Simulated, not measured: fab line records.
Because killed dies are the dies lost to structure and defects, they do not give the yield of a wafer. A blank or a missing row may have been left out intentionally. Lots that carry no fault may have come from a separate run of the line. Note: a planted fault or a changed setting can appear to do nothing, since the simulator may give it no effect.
Chamber matching	flow nand_harc	4 sister chambers for NHARC_A_CONTACT_ALD_18 on ald_metal-01
The step deposits TiN, target thk 3 nm, pulse time 1 s, ald cycles 150. 16 wafers are shown with their chamber, then 8 later ones without.

== WAFERS, EACH WITH ITS CHAMBER ==
wafer	chamber	heater_power_w (W)	precursor_pulse_height_rel
L078.1	2	1048	0.976
L078.5	2	1029	1.051
L078.6	3	1070	1.022
L077.2	0	1028	0.993
L077.3	1	1101	0.981
L077.5	2	1044	1.027
L079.1	1	1106	1.010
L079.5	2	1042	0.970
L079.6	1	1105	1.023
L082.1	2	1037	0.997
L082.2	1	1120	1.006
L082.4	2	1030	0.992
L083.1	0	1008	1.000
L083.2	3	1081	0.996
L083.3	1	1103	1.033
L085.2	1	1116	0.973

SIGNATURES, as means of the wafers listed above
reading	chamber 0	chamber 1	chamber 2	chamber 3	scatter within a chamber
heater_power_w	1018.00	1108.50	1038.33	1075.50	8.42
precursor_pulse_height_rel	0.99650	1.00433	1.00217	1.00900	0.0257
Rule: for a wafer and a chamber, the distance is found by dividing, reading by reading, the gap between the wafer's reading and the chamber's mean by the reading's scatter, squaring, summing and taking the root. The wafer belongs to the nearest chamber; if the next one is less than 2 further off, it can't be placed. The scatter: the root of (the sum of the squares of (reading less its chamber's mean) over the shown wafers, divided by (wafers less chambers)).

== WAFERS MISSING THEIR CHAMBER ==
wafer	heater_power_w (W)	precursor_pulse_height_rel
L085.3	1072	1.003
L085.6	1058	0.982
L087.1	1042	0.999
L087.3	1090	1.022
L087.6	1034	0.970
L092.1	1066	0.972
L092.2	1079	0.978
L092.4	1079	1.010

== WHICH CHAMBER EACH WENT THROUGH ==
wafer	from the rows above	in truth
L085.3	3	3
L085.6	can't be placed: 3 or 2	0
L087.1	2	2
L087.3	can't be placed: 3 or 1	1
L087.6	can't be placed: 2 or 0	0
L092.1	can't be placed: 3 or 2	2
L092.2	3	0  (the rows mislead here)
L092.4	3	3
Correct placement for 3 of the 8. These rows do not allow placing 4 (true chamber among the candidates in 3). Wrongly placed: 1.
